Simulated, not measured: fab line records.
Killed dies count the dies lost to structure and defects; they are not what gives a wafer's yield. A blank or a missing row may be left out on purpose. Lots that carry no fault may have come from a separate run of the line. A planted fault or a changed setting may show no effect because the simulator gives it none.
Code-filled problem report in 8D (eight disciplines) form | flow n5_finfet | the parts of the form that need people (team, actions taken, sign-off) are left out

## 1. THE PROBLEM
Mean of oes_product_au at N5_BEOL_M0_SAQP_ETCH_102: 1.349 a.u. across 4 wafers in 3 lots; on wafers with no fault it is 0.988 a.u. (standard deviation 0.025). That is +14 standard deviations from the usual mean.
The step: etches SiO2 in CF4, target depth 4 nm, time 4.4 s.
Seen first at day 7 04:42 on rie_si-01, wafer L521.3. The record holds 25 wafers of 9 lots with a number at this step. Rule for "out", or "out of limits": more than 4 standard deviations from the usual mean. Any other wafer with a number is counted as sound.

## 2. WHAT IT IS, WHAT IT ISN'T
question                    | is                             | is not
which readings at this step | oes_product_au                 | drypump_motor_current_A, throttle_valve_pct
which lots                  | L521, L522, L524               | L519, L520, L535, L536, L537, L538
which wafers of those lots  | L521.3, L522.3, L522.5, L524.5 | L521.6, L522.4, L524.6
read on which tools         | rie_si-01                      | rie_si-04
when                        | from day 7 04:42               | up to then (7 sound wafers); but 14 sound wafers of L522, L524, L535, L536, L537, L538 came after

## 3. WHAT RULES OUT EACH SUSPECT
Counting: a tool at a process step up to the reading stays a suspect if it ran every lot that is out. Sound lots after the first of them don't rule it out here, since some wafers of a struck lot are sound.
- rie_si-01 at N5_BEOL_M0_SAQP_ETCH_102 (etches SiO2 in CF4, target depth 4 nm, time 4.4 s): kept. It processed each lot that is out (first: L521, day 7 04:42); up to then, its last sound lot is L520 (day 6 19:26). Its own readings are out on those wafers: oes_product_au.
The count leaves rie_si-01 at N5_BEOL_M0_SAQP_ETCH_102.

## 4. THE CAUSE (what the simulator had put in)
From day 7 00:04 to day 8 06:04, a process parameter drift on rie_si-01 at N5_BEOL_M0_SAQP_ETCH_102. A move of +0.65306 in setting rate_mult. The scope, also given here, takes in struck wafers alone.
Only this tool survived the counting.

## 5. SEQUENCE OF EFFECTS, ordered by route
Each row: a reading where the mean over the struck wafers with a number is more than 3 standard deviations away from the usual. Readings are gone through only where the record gives a usual standard deviation; hours: the median, over the lots, of the time from a lot's start at the first step in this table giving one to that lot's start at this step; sigmas: the change measured in usual standard deviations.
hours | step                     | reading        | usual      | on struck wafers | change | sigmas
0     | N5_BEOL_M0_SAQP_ETCH_102 | oes_product_au | 0.988 a.u. | 1.349            | +0.361 | +14
The process steps in it:
- N5_BEOL_M0_SAQP_ETCH_102: etches SiO2 in CF4, target depth 4 nm, time 4.4 s.
At these later measuring or inspecting steps, every struck wafer for which the step has a row has a number for every such reading, and none has moved that far: N5_BEOL_M4_RC_MEAS_101.

## 6. HOW IT WOULD HAVE BEEN CAUGHT EARLIER
In this record the first reading out of limits was taken at day 7 04:42, 5 hours after the fault began at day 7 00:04.
